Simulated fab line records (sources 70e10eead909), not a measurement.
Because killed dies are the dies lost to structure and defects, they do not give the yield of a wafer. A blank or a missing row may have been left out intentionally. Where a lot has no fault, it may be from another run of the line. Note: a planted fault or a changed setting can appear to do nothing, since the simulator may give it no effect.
Struck lot and sound lot, side by side + flow nand_harc + 15 steps out of a route of 1159
Sound: wafers L199.1, L199.4, L199.5. Struck: wafer L215.1 (L215.4, L215.5, from the same lot, were not struck and are left out); the cause is given at the end.
Each step with rows lists, per side, the tool, then ch with its chambers, then its first start. Under that, the readings that differ: sound wafers + struck wafers + difference of the means + sigmas: that difference in standard deviations of wafers without a fault.
alike: a reading whose means differ by less than 2 such deviations, as well as words and numbers matching on both sides. not compared: withheld readings; readings where some wafer has no value; bounds like >300 that might hide an equal value; numbers whose values overlap and for which the record gives no deviation.
Wherever a step has rows on one side only, a row that says differs or no value, or a row with sigmas, the two part there. Numbers that have no deviation but don't overlap get no sigmas and don't part them. Lack of a reading on every wafer of one side parts them only where that side has two or more wafers.

first, 2 steps without rows for these wafers: NHARC_A_CONTACT_ETCH_112 (etches the open film in C4F8/O2/Ar, time 94 s, target depth 922 nm); NHARC_A_CONTACT_ETCH_113 (etches the open film in C4F8/O2/Ar, time 94 s, target depth 922 nm).
NHARC_A_CONTACT_ETCH_114: etches the open film in C4F8/O2/Ar, time 94 s, target depth 922 nm.
  sound on har_cap_etch-03 ch 0,1, day 17 00:17; struck on har_cap_etch-01 ch 1, day 21 06:22
  not compared: rf_hours_counter_h, run_length_s
then, 1 step without rows for these wafers: NHARC_A_CONTACT_ETCH_115 (etches the open film in C4F8/O2/Ar, time 94 s, target depth 922 nm).
NHARC_A_CONTACT_ETCH_116: etches the open film in C4F8/O2/Ar, time 94 s, target depth 922 nm.
  sound on har_cap_etch-03 ch 0,1, day 17 00:29; struck on har_cap_etch-01 ch 1, day 21 06:33
  not compared: rf_hours_counter_h, run_length_s
then, 3 steps without rows for these wafers: NHARC_A_CONTACT_ETCH_117 (etches the open film in C4F8/O2/Ar, time 94 s, target depth 922 nm); NHARC_A_CONTACT_ETCH_118 (etches the open film in C4F8/O2/Ar, time 94 s, target depth 922 nm); NHARC_A_CONTACT_ETCH_119 (etches the open film in C4F8/O2/Ar, time 94 s, target depth 922 nm).
NHARC_A_CONTACT_ETCH_120: etches the open film in C4F8/O2/Ar, time 94 s, target depth 922 nm.
  sound on har_cap_etch-03 ch 0,1, day 17 00:50; struck on har_cap_etch-01 ch 1, day 21 06:55
  not compared: rf_hours_counter_h, run_length_s
then, 1 step without rows for these wafers: NHARC_A_CONTACT_ETCH_121 (etches the open film in C4F8/O2/Ar, time 94 s, target depth 922 nm).
NHARC_A_CONTACT_ETCH_122: etches the open film in C4F8/O2/Ar, time 95 s, target depth 930 nm.
  sound on har_cap_etch-03 ch 0,1, day 17 01:01; struck on har_cap_etch-01 ch 1, day 21 07:05
  not compared: rf_hours_counter_h, run_length_s
then, 1 step without rows for these wafers: NHARC_A_CONTACT_ETCH_123 (etches the open film in C4F8/O2/Ar, time 253 s, target depth 1090 nm).
NHARC_A_CONTACT_ETCH_90: etches the open film in CH3F/O2, target depth 40 nm, time 85.7 s.
  sound on rie_diel-11 ch 0,2, day 17 01:43; struck on rie_diel-11 ch 1, day 21 07:47
| reading          | sound             | struck | difference | sigmas |
|------------------|-------------------|--------|------------|--------|
| run_length_s (s) | 107.7 107.4 107.6 | 73.0   | -34.6      | -80    |
  alike: ch3f_flow_sccm, drypump_motor_current_A, o2_flow_sccm, oes_product_au, rf_vpp_V, showerhead_plenum_p_Torr, throttle_valve_pct
  not compared: rf_hours_counter_h
NHARC_A_CONTACT_ETCH_96: etches the open film in C4F6/O2, target depth 20 nm, time 10 s.
  sound on rie_diel-11 ch 0,1,2, day 17 01:53; struck on rie_diel-11 ch 0
  alike: c4f6_flow_sccm, drypump_motor_current_A, o2_flow_sccm, oes_product_au, rf_vpp_V, run_length_s, showerhead_plenum_p_Torr, throttle_valve_pct
  not compared: rf_hours_counter_h
-- the record jumps here: 3 days lie between the struck wafers' starts before and after (it left off in module A_CONTACT and takes up again in module END, whose first step shown is number 1159 of the route) --
NHARC_END_SORT_01:
  sound on prober-02 ch 0, day 20 12:20; struck on prober-02 ch 0, day 24 06:14
  alike: killed_at_array, killed_at_other, killed_at_periphery, killed_dies, killed_open, killed_short

== WHERE THEY PART ==
At NHARC_A_CONTACT_ETCH_90 and nowhere else, as far as this record goes. Later steps at which nothing parts them and some readings are alike: NHARC_A_CONTACT_ETCH_96, NHARC_END_SORT_01.

WHY: what the simulator had put in
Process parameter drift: rie_diel-11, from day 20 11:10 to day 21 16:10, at NHARC_A_CONTACT_ETCH_90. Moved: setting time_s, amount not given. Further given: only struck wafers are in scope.
